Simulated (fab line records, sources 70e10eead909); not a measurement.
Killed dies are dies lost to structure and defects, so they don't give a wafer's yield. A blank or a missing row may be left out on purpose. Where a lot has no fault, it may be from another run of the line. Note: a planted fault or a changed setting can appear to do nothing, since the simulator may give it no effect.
fab line records	flow nand_harc	part 2 of 2: steps 5 to 6 of 6
record: lots: 21	wafers: 63	last_day: 24
route steps=1159 shown A_STAIRCASE@550
lots that met no fault: taken from a fault-free run of the same line
start_h: the number of hours between the record's first day and the start of the first shown wafer of the lot	wait_h: hours since the lot's step before	" repeats the value in the row above	L1.1+2: a row that stands for several wafers	- value missing, or start not given	* or withheld: withheld	< > ~ a bound
route shown NAME@n: NAME is a module with steps in the file, n the number in the route of the first one	usual: the fault-free wafers' mean and standard deviation	same: alike in all rows	chamber/n: place in a boat	sites: each site's reading	_std_site: their standard deviation	_edge_site: the outer-site mean with the inner-site mean subtracted	radius_mm: for every site, how far away it sits from the centre of the wafer	mask NAME#n: copy n	behind: the most recent tool/chamber to have shaped the wafer	hold: cause of the lot's hold/its duration in hours/its outcome	device: whichever transistor did not switch (one of n, p or np)	end of line: tests run on the same wafers once the route is complete	where a step has no rows: the recipe by itself	killed: not the wafer's yield, but the dies lost to structure and defects at the first sort	map: per-die view of a wafer (x killed, . not killed, _ where there is no die)
set.NAME: setting as actually run; set.NAME@STEP: the setting as run at that earlier step	model.NAME: the simulator's own value behind a step, which no gauge read
a sample of lots followed through the steps of the route, with each step as a table and each wafer as a row
services: when a tool's chamber went out of use (start_h, in hours from the record's first day, below 0 if earlier), for how many hours, and the reason
== steps ==
step: NHARC_A_STAIRCASE_TRIM_231
recipe: time_s: 211.2	o2_flow_sccm: 500	ar_flow_sccm: 0	bias_w: 0	chemistry: O2
usual: drypump_motor_current_A: 5.7/0.36	oes_product_au: 1.003/0.01	rf_vpp_V: 57.6/0.9	showerhead_plenum_p_Torr: 3.49/0.19	throttle_valve_pct: 17.035/0.0088
same: bias_w: 0
lot.wafer	tool	chamber	start_h	wait_h	drypump_motor_current_A	oes_product_au	rf_hours_counter_h	rf_vpp_V	showerhead_plenum_p_Torr	throttle_valve_pct
L075.2	rie_diel-09	0	-	-	5.6	1.009	60	57.4	3.36	17.018
L075.3	"	2	"	"	5.6	1.004	59	58.2	3.57	17.032
L075.4	"	3	"	"	6.2	1.007	61	58.5	3.77	17.045
L074.1	rie_diel-02	2	-	-	5.9	0.992	33	57.0	3.79	17.051
L074.6	"	0	"	"	5.8	1.005	-	57.5	3.54	17.041
L074.5	"	1	"	"	5.6	0.971	-	57.8	3.56	17.033
L076.3	rie_diel-03	2	-	-	5.3	0.983	14	56.9	3.80	17.043
L076.4	"	1	"	"	5.7	0.999	14	56.9	3.30	17.013
L076.5	"	3	"	"	6.2	0.995	-	57.1	3.33	17.053
L079.4	rie_diel-09	1	-	-	5.2	0.971	4	57.6	3.69	17.046
L079.6	"	3	"	"	6.2	1.003	-	59.4	3.77	17.040
L079.5	"	0	"	"	5.6	1.016	-	58.2	3.36	17.028
L078.2	rie_diel-03	1	-	-	5.7	1.003	19	58.4	3.29	17.047
L078.5	"	3	"	"	6.2	0.993	-	57.9	3.32	17.038
L078.6	"	0	"	"	5.3	1.012	-	57.8	3.41	17.050
L081.4	rie_diel-03	0	-	-	5.3	1.005	20	58.0	3.41	17.034
L081.3	"	1	"	"	5.7	0.999	20	57.7	3.29	17.028
L081.1	"	2	"	"	5.3	0.998	21	58.1	3.80	17.028
L080.2	rie_diel-09	2	-	-	5.6	1.011	7	57.5	3.57	17.036
L080.5	"	3	"	"	6.2	0.998	-	59.3	3.77	17.040
L080.6	"	0	"	"	5.6	1.025	-	58.8	3.36	17.049
L083.1	rie_diel-03	3	-	-	6.2	1.004	28	56.6	3.32	17.036
L083.4	"	0	"	"	5.3	1.008	27	58.4	3.40	17.040
L083.6	"	0	"	"	5.3	1.015	-	57.2	3.40	17.058
L082.2	rie_diel-03	3	-	-	6.2	1.017	29	56.2	3.32	17.018
L082.6	"	2	"	"	5.3	1.004	-	59.0	3.79	17.021
L082.5	"	3	"	"	6.2	1.008	-	58.3	3.32	17.032
L084.4	rie_diel-03	2	-	-	5.3	0.997	32	58.0	3.79	17.014
L084.6	"	0	"	"	5.3	1.015	-	57.7	3.40	17.029
L084.5	"	1	"	"	5.7	1.011	-	58.3	3.29	17.031
L085.3	rie_diel-02	0	-	-	5.8	1.015	56	59.2	3.53	17.038
L085.2	"	2	"	"	5.9	0.998	57	57.5	3.77	17.033
L085.5	"	3	"	"	5.6	0.996	-	56.4	3.34	17.039
L086.1	rie_diel-03	0	-	-	5.3	1.020	36	56.3	3.40	17.038
L086.2	"	1	"	"	5.7	1.007	35	57.4	3.29	17.034
L086.3	"	3	"	"	6.2	0.998	36	57.2	3.32	17.023
L088.1	rie_diel-03	3	-	-	6.2	1.001	40	57.2	3.31	17.044
L088.5	"	3	"	"	6.2	1.004	-	56.8	3.31	17.044
L088.6	"	0	"	"	5.3	1.006	-	58.8	3.40	17.042
L087.1	rie_diel-03	2	-	-	5.3	1.003	40	59.3	3.79	17.036
L087.4	"	0	"	"	5.3	1.018	40	57.8	3.40	17.041
L087.5	"	3	"	"	6.2	1.001	-	58.1	3.31	17.018
L090.3	rie_diel-03	2	-	-	5.3	0.992	45	58.6	3.78	17.022
L090.6	"	1	"	"	5.8	0.993	-	56.5	3.28	17.039
L090.5	"	2	"	"	5.3	1.000	-	58.7	3.78	17.040
L089.1	rie_diel-02	0	-	-	5.8	1.023	2	57.1	3.53	17.025
L089.2	"	1	"	"	5.6	0.987	2	58.4	3.54	17.030
L089.5	"	0	"	"	5.8	1.004	-	57.7	3.53	17.034
L091.1	rie_diel-03	3	-	-	6.3	1.003	48	57.9	3.31	17.034
L091.4	"	2	"	"	5.3	1.005	48	57.7	3.78	17.029
L091.6	"	0	"	"	5.3	1.012	-	56.7	3.39	17.034
L092.2	rie_diel-09	3	-	-	6.2	1.020	36	58.5	3.75	17.036
L092.3	"	0	"	"	5.5	1.020	35	57.0	3.34	17.041
L092.6	"	3	"	"	6.2	1.012	-	58.2	3.75	17.021
L093.3	rie_diel-03	1	-	-	5.7	0.995	49	58.4	3.28	17.040
L093.4	"	3	"	"	6.2	0.994	50	57.3	3.31	17.045
L093.6	"	1	"	"	5.7	1.000	-	56.5	3.28	17.017
L094.3	rie_diel-02	2	-	-	5.9	0.987	10	56.9	3.77	17.037
L094.4	"	3	"	"	5.6	0.996	10	57.1	3.33	17.020
L094.1	"	0	"	"	5.8	1.004	10	57.7	3.52	17.029
L095.4	rie_diel-03	3	-	-	6.3	0.999	58	57.8	3.30	17.032
L095.2	"	0	"	"	5.3	1.021	57	58.2	3.39	17.040
L095.5	"	3	"	"	6.2	1.003	-	56.7	3.30	17.038
step: NHARC_A_STAIRCASE_ETCH_234
recipe: target_depth_a: 1000	time_s: 40.5	ion_energy_ev: 400	c4f8_flow_sccm: 20	o2_flow_sccm: 10	ar_flow_sccm: withheld	rf_w: 600	bias_w: 1000	chemistry: C4F8/O2
usual: bias_w: 1000.4/2.9	oes_product_au: 0.945/0.013	rf_vpp_V: 895/6.8
lot.wafer	tool	chamber	start_h	wait_h	bias_w	oes_product_au	rf_hours_counter_h	rf_vpp_V
L075.4	rie_diel-09	1	-	-	997.9	0.949	61	901
L075.3	"	2	"	"	998.3	0.968	59	899
L075.2	"	3	"	"	999.1	0.966	61	903
L074.1	rie_diel-02	3	-	-	1001.4	0.936	32	888
L074.6	"	0	"	"	996.6	0.956	-	898
L074.5	"	1	"	"	1004.0	0.931	-	898
L076.4	rie_diel-03	2	-	-	995.9	0.935	15	905
L076.3	"	1	"	"	998.1	0.953	15	889
L076.5	"	2	"	"	1001.1	0.946	-	906
L079.4	rie_diel-09	1	-	-	1001.2	0.937	4	901
L079.6	"	2	"	"	997.3	0.953	-	897
L079.5	"	3	"	"	1002.6	0.940	-	903
L078.2	rie_diel-03	2	-	-	999.2	0.922	20	905
L078.6	"	3	"	"	1003.1	0.928	-	889
L078.5	"	0	"	"	1007.3	0.939	-	891
L081.4	rie_diel-03	0	-	-	997.8	0.954	21	891
L081.3	"	1	"	"	1004.6	0.946	21	888
L081.1	"	2	"	"	1001.9	0.940	21	905
L080.2	rie_diel-09	1	-	-	1005.2	0.922	6	900
L080.6	"	1	"	"	1002.0	0.915	-	901
L080.5	"	2	"	"	1002.3	0.953	-	897
L083.1	rie_diel-03	1	-	-	997.9	0.955	27	886
L083.4	"	3	"	"	1001.0	0.939	28	887
L083.6	"	1	"	"	995.4	0.944	-	886
L082.2	rie_diel-03	1	-	-	1005.2	0.962	28	887
L082.6	"	3	"	"	1001.0	0.960	-	890
L082.5	"	0	"	"	999.9	0.970	-	892
L084.4	rie_diel-03	1	-	-	1001.0	0.945	31	887
L084.6	"	3	"	"	1003.4	0.932	-	887
L084.5	"	0	"	"	999.1	0.942	-	892
L085.3	rie_diel-02	3	-	-	1001.7	0.944	56	889
L085.2	"	0	"	"	999.8	0.963	56	896
L085.5	"	3	"	"	997.4	0.936	-	889
L086.2	rie_diel-03	3	-	-	1000.0	0.932	36	889
L086.1	"	1	"	"	999.7	0.933	36	889
L086.3	"	2	"	"	1003.3	0.938	36	906
L088.1	rie_diel-03	1	-	-	1000.2	0.932	38	886
L088.5	"	3	"	"	1001.9	0.921	-	890
L088.6	"	0	"	"	999.6	0.943	-	891
L087.4	rie_diel-03	2	-	-	1001.2	0.960	41	903
L087.1	"	1	"	"	998.1	0.953	39	886
L087.5	"	3	"	"	996.4	0.965	-	888
L090.3	rie_diel-03	2	-	-	1004.0	0.950	45	905
L090.5	"	1	"	"	1005.4	0.937	-	887
L090.6	"	2	"	"	999.5	0.946	-	905
L089.2	rie_diel-02	1	-	-	1001.2	0.922	2	896
L089.1	"	3	"	"	996.3	0.947	3	889
L089.5	"	2	"	"	997.5	0.938	-	905
L091.1	rie_diel-03	3	-	-	996.4	0.950	48	889
L091.4	"	0	"	"	1000.3	0.960	47	891
L091.6	"	3	"	"	1000.7	0.941	-	888
L092.3	rie_diel-09	1	-	-	1002.9	0.930	32	902
L092.2	"	2	"	"	999.8	0.955	34	896
L092.6	"	1	"	"	1000.5	0.926	-	900
L093.4	rie_diel-03	3	-	-	1005.7	0.943	50	889
L093.3	"	0	"	"	1003.7	0.963	50	890
L093.6	"	0	"	"	1000.9	0.954	-	890
L094.1	rie_diel-02	3	-	-	996.9	0.954	10	889
L094.4	"	1	"	"	997.6	0.935	11	898
L094.3	"	2	"	"	1004.8	0.941	10	903
L095.2	rie_diel-03	2	-	-	1002.9	0.938	57	905
L095.4	"	0	"	"	1001.2	0.977	57	891
L095.5	"	2	"	"	1002.3	0.944	-	904
== services ==
tool	chamber	start_h	hours	kind
rie_diel-03	-	215.34	9.0	pm
rie_diel-03	0	215.34	9.0	vent_cycle
rie_diel-03	1	215.34	9.0	vent_cycle
rie_diel-03	2	215.34	9.0	vent_cycle
rie_diel-03	3	215.34	9.0	vent_cycle
rie_diel-03	0	224.34	-	clean
rie_diel-03	1	224.34	-	clean
rie_diel-03	1	224.34	-	consumable_replace:focus_ring
rie_diel-03	2	224.34	-	clean
rie_diel-03	2	224.34	-	consumable_replace:showerhead
rie_diel-03	3	224.34	-	clean
rie_diel-03	0	248.84	-	clean
rie_diel-03	1	248.84	-	clean
rie_diel-03	2	248.84	-	clean
rie_diel-03	3	248.84	-	clean
rie_diel-09	-	254.25	9.0	pm
rie_diel-02	2	255.85	4.5	repair
rie_diel-03	0	273.34	-	clean
rie_diel-03	1	273.34	-	clean
rie_diel-03	2	273.34	-	clean
rie_diel-03	3	273.34	-	clean
rie_diel-03	0	297.84	-	clean
rie_diel-02	0	311.50	2.3	repair
rie_diel-02	-	328.17	9.0	pm
